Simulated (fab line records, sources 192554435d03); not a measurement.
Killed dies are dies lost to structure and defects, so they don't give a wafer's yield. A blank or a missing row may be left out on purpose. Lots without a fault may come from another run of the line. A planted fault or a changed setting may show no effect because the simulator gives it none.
Which tool did it? | flow n5_finfet | 9 lots, 27 wafers sampled, at 5 steps of a route of 1938

WHAT THE GAUGES READ, wafer by wafer
N5_BEOL_M3_OVL_MEAS_29. Usual: V2_OVL 0.0 nm, standard deviation 0.58.
lot  | measured     | on         | V2_OVL (nm)    | flag
L665 | day 9 02:28  | overlay-02 | 0.4 0.8 1.0    |
L666 | day 9 07:56  | overlay-01 | 0.9 1.4 -0.2   |
L669 | day 10 06:39 | overlay-02 | -0.3 -0.8 -0.4 |
L670 | day 10 12:11 | overlay-02 | -0.6 0.3 -0.8  |
L673 | day 11 09:25 | overlay-02 | 0.4 1.2 0.7    |
L676 | day 12 07:03 | overlay-02 | 0.3 -0.5 -0.2  |
L680 | day 12 20:13 | overlay-01 | 0.6 0.5 -0.5   |
L682 | day 13 09:01 | overlay-02 | 0.1 1.3 -0.5   |
L685 | day 14 02:05 | overlay-02 | 0.1 0.8 0.6    |

N5_BEOL_M4_RC_MEAS_101. Usual: DIBL_N 35.8 mV/V, standard deviation 1.7; DIBL_P 35.3 mV/V, standard deviation 2; IOFF_N 0.150 nA/um, standard deviation 0.026; IOFF_P 0.194 nA/um, standard deviation 0.029; ION_N 667 uA/um, standard deviation 11; ION_P 456 uA/um, standard deviation 7.1; SS_N 71.4 mV/dec, standard deviation 0.65; SS_P 73.1 mV/dec, standard deviation 0.64; VT_N 251 mV, standard deviation 3; VT_P -252 mV, standard deviation 3.2.
lot  | measured     | on        | DIBL_N (mV/V)  | DIBL_P (mV/V)  | IOFF_N (nA/um)    | IOFF_P (nA/um)    | ION_N (uA/um) | ION_P (uA/um) | SS_N (mV/dec)  | SS_P (mV/dec)  | VT_N (mV)   | VT_P (mV)      | flag
L665 | day 10 23:08 | prober-02 | 36.3 35.5 35.1 | 39.2 38.0 37.0 | 0.181 0.148 0.158 | 0.208 0.189 0.186 | 679 659 675   | 459 453 458   | 71.7 72.0 71.8 | 73.6 73.9 72.7 | 248 249 252 | -252 -253 -253 |
L666 | day 11 04:16 | prober-02 | 36.4 37.6 34.9 | 35.5 37.3 33.0 | 0.157 0.187 0.123 | 0.188 0.220 0.159 | 673 688 658   | 457 463 450   | 71.0 71.5 70.8 | 72.8 73.7 73.2 | 251 246 256 | -249 -249 -253 |
L669 | day 12 05:59 | prober-02 | 34.0 32.6 36.1 | 35.8 33.2 38.3 | 0.141 0.123 0.184 | 0.208 0.172 0.250 | 676 667 680   | 468 458 468   | 70.9 70.8 71.3 | 72.7 71.9 73.2 | 250 251 247 | -249 -251 -243 |
L670 | day 12 09:15 | prober-01 | 36.8 36.0 36.3 | 35.8 34.6 36.0 | 0.160 0.148 0.154 | 0.220 0.216 0.232 | 670 672 666   | 466 463 463   | 71.6 71.1 71.7 | 73.3 73.3 73.3 | 251 250 250 | -246 -245 -246 |
L673 | day 12 22:44 | prober-02 | 37.4 32.9 36.3 | 38.0 32.1 35.2 | 0.163 0.104 0.139 | 0.246 0.162 0.201 | 681 668 664   | 466 461 467   | 70.8 70.4 70.6 | 73.6 72.0 72.2 | 250 254 253 | -247 -252 -251 |
L676 | day 14 05:40 | prober-01 | 38.3 36.9 37.8 | 35.3 34.6 34.8 | 0.186 0.161 0.171 | 0.213 0.204 0.199 | 669 677 688   | 456 466 464   | 72.2 71.9 72.1 | 73.8 73.9 73.1 | 247 249 248 | -252 -251 -250 |
L680 | day 14 15:12 | prober-02 | 36.4 35.6 38.0 | 34.8 34.5 37.2 | 0.156 0.137 0.190 | 0.168 0.160 0.194 | 648 665 679   | 436 450 455   | 72.4 71.5 72.3 | 73.4 73.4 74.3 | 254 251 248 | -253 -254 -253 |
L682 | day 15 02:43 | prober-01 | 33.6 33.7 33.3 | 33.6 32.3 32.0 | 0.139 0.123 0.122 | 0.173 0.147 0.149 | 664 652 652   | 454 452 445   | 70.7 70.9 70.9 | 72.6 71.9 72.5 | 250 254 251 | -253 -257 -256 |
L685 | day 15 13:35 | prober-02 | 36.4 32.1 38.1 | 37.8 30.6 38.0 | 0.167 0.103 0.195 | 0.192 0.114 0.186 | 676 649 674   | 457 443 452   | 71.4 70.6 72.7 | 73.8 71.6 73.5 | 247 255 247 | -252 -260 -255 |

WHICH TOOL RAN EACH LOT (tool, then ch and the chambers of the sampled wafers, then the start)
lot  | N5_BEOL_M3_ETCH_74                 | N5_BEOL_M3_ETCHBACK_99             | N5_BEOL_M3_VIA_ETCH_34
L665 | rie_diel-05 ch 1,2, day 9 01:26    | rie_diel-02 ch 0,1,3, day 9 06:04  | rie_diel-02 ch 0,1,3, day 9 06:12
L666 | rie_diel-06 ch 0,2,3, day 9 07:10  | rie_diel-06 ch 0,2,3, day 9 09:32  | rie_diel-06 ch 0,2,3, day 9 09:41
L669 | rie_diel-06 ch 1,2,3, day 10 05:46 | rie_diel-05 ch 1,2,3, day 10 11:01 | rie_diel-05 ch 1,2,3, day 10 11:09
L670 | rie_diel-06 ch 0,3, day 10 11:12   | rie_diel-06 ch 2,3, day 10 18:37   | rie_diel-06 ch 2,3, day 10 18:45
L673 | rie_diel-06 ch 0,1,2, day 11 08:39 | rie_diel-05 ch 0,1,3, day 11 11:16 | rie_diel-05 ch 0,1,3, day 11 11:24
L676 | rie_diel-05 ch 0,2,3, day 12 06:19 | rie_diel-05 ch 0,1,2, day 12 22:53 | rie_diel-05 ch 0,1,2, day 12 23:02
L680 | rie_diel-06 ch 0,1,3, day 12 19:21 | rie_diel-05 ch 0,1,3, day 13 03:34 | rie_diel-05 ch 0,1,3, day 13 03:42
L682 | rie_diel-02 ch 0,1,3, day 13 08:16 | rie_diel-02 ch 0,1, day 13 15:24   | rie_diel-02 ch 0,1, day 13 15:32
L685 | rie_diel-02 ch 2,3, day 14 01:13   | rie_diel-02 ch 1,2, day 14 04:50   | rie_diel-02 ch 1,2, day 14 04:58
- N5_BEOL_M3_ETCH_74: etches underlayer in N2/H2, target depth 6.5 nm, time 5.2 s.
- N5_BEOL_M3_ETCHBACK_99: etches SiO2 in CHF3, target depth 5 nm, time 10.4 s.
- N5_BEOL_M3_VIA_ETCH_34: etches the open film in C4F6/O2, target depth 69.4 nm, time 65.9 s.

WHAT THE TOOLS THEMSELVES READ (means of the sampled wafers that have a number; where no wafer has one, the mark that the record gives instead)
N5_BEOL_M3_ETCH_74. Usual: drypump_motor_current_A 5.8 A, standard deviation 0.48; etch_rf_on_time_s 5.16 s, standard deviation 0.12; oes_product_au 0.68 a.u., standard deviation 0.072; rf_vpp_V 523 V, standard deviation 3.3; showerhead_plenum_p_Torr 2.52 Torr, standard deviation 0.11; throttle_valve_pct 17.99 %, standard deviation 0.23.
lot  | tool        | drypump_motor_current_A (A) | etch_rf_on_time_s (s) | oes_product_au (a.u.) | rf_vpp_V (V) | showerhead_plenum_p_Torr (Torr) | throttle_valve_pct (%) | flag
L665 | rie_diel-05 | 5.7                         | 5.31                  | 0.60                  | 527          | 2.64                            | 18.16                  |
L666 | rie_diel-06 | 5.8                         | 5.17                  | 0.69                  | 522          | 2.45                            | 18.00                  |
L669 | rie_diel-06 | 6.2                         | 5.29                  | 0.66                  | 522          | 2.50                            | 18.06                  |
L670 | rie_diel-06 | 5.5                         | 5.07                  | 0.64                  | 520          | 2.37                            | 18.10                  |
L673 | rie_diel-06 | 6.0                         | 5.12                  | 0.68                  | 522          | 2.48                            | 18.07                  |
L676 | rie_diel-05 | 5.7                         | 5.20                  | 0.67                  | 525          | 2.55                            | 17.97                  |
L680 | rie_diel-06 | 5.9                         | 5.16                  | 0.62                  | 519          | 2.41                            | 18.14                  |
L682 | rie_diel-02 | 6.0                         | 5.07                  | 0.74                  | 526          | 2.63                            | 17.85                  |
L685 | rie_diel-02 | 5.3                         | 5.08                  | 0.67                  | 522          | 2.48                            | 18.01                  |

N5_BEOL_M3_ETCHBACK_99. Usual: drypump_motor_current_A 5.7 A, standard deviation 0.48; oes_product_au 0.82 a.u., standard deviation 0.096; rf_vpp_V 243 V, standard deviation 3.7; showerhead_plenum_p_Torr 2.16 Torr, standard deviation 0.076; throttle_valve_pct 17.07 %, standard deviation 0.27.
lot  | tool        | drypump_motor_current_A (A) | oes_product_au (a.u.) | rf_vpp_V (V) | showerhead_plenum_p_Torr (Torr) | throttle_valve_pct (%) | flag
L665 | rie_diel-02 | 6.0                         | 0.83                  | 244          | 2.23                            | 17.01                  |
L666 | rie_diel-06 | 5.8                         | 0.79                  | 244          | 2.08                            | 17.27                  |
L669 | rie_diel-05 | 5.6                         | 0.71                  | 242          | 2.19                            | 17.17                  |
L670 | rie_diel-06 | 6.0                         | 0.76                  | 248          | 2.10                            | 17.32                  |
L673 | rie_diel-05 | 5.5                         | 0.76                  | 242          | 2.15                            | 17.01                  |
L676 | rie_diel-05 | 5.8                         | 0.88                  | 240          | 2.19                            | 17.11                  |
L680 | rie_diel-05 | 5.5                         | 0.86                  | 241          | 2.14                            | 16.88                  |
L682 | rie_diel-02 | 6.4                         | 0.85                  | 246          | 2.24                            | 16.76                  |
L685 | rie_diel-02 | 6.1                         | 0.81                  | 249          | 2.20                            | 17.00                  |

N5_BEOL_M3_VIA_ETCH_34. Usual: C4F6_flow_sccm 9.998 sccm, standard deviation 0.027; drypump_motor_current_A 5.7 A, standard deviation 0.48; oes_product_au 0.82 a.u., standard deviation 0.095; rf_vpp_V 673 V, standard deviation 9.8; showerhead_plenum_p_Torr 2.86 Torr, standard deviation 0.096; throttle_valve_pct 30.8 %, standard deviation 0.32.
lot  | tool        | C4F6_flow_sccm (sccm) | drypump_motor_current_A (A) | oes_product_au (a.u.) | rf_vpp_V (V) | showerhead_plenum_p_Torr (Torr) | throttle_valve_pct (%) | flag
L665 | rie_diel-02 | 10.044                | 5.9                         | 0.83                  | 673          | 2.94                            | 30.8                   |
L666 | rie_diel-06 | 9.999                 | 5.8                         | 0.79                  | 675          | 2.74                            | 31.0                   |
L669 | rie_diel-05 | 9.974                 | 5.6                         | 0.71                  | 667          | 2.90                            | 30.8                   |
L670 | rie_diel-06 | 9.985                 | 6.0                         | 0.76                  | 684          | 2.77                            | 31.0                   |
L673 | rie_diel-05 | 10.006                | 5.5                         | 0.76                  | 668          | 2.84                            | 30.7                   |
L676 | rie_diel-05 | 9.989                 | 5.8                         | 1.08                  | 664          | 2.89                            | 31.0                   |
L680 | rie_diel-05 | 9.991                 | 5.6                         | 0.96                  | 669          | 2.84                            | 30.7                   |
L682 | rie_diel-02 | 9.981                 | 6.4                         | 0.86                  | 679          | 2.96                            | 30.5                   |
L685 | rie_diel-02 | 9.999                 | 6.1                         | 0.81                  | 686          | 2.90                            | 30.6                   |

THE ANSWER, worked out from the rows above alone
Rule: a lot is off if the mean of its wafers that have a number lies more than 3 standard deviations from the usual mean. A lot without any number at a reading at which 4 lots or more have one is off too. The other lots that the step has rows for count as sound. The gauges are gone through in route order, then the tools' own readings, and for those a lot's mean is taken as printed above. The first step at which some lot is off is used, and at that step the reading that is off furthest; a lot without a number counts as furthest.
No lot is off at any reading shown: from this, nothing can be told.

WHAT THE SIMULATOR HAD PUT IN
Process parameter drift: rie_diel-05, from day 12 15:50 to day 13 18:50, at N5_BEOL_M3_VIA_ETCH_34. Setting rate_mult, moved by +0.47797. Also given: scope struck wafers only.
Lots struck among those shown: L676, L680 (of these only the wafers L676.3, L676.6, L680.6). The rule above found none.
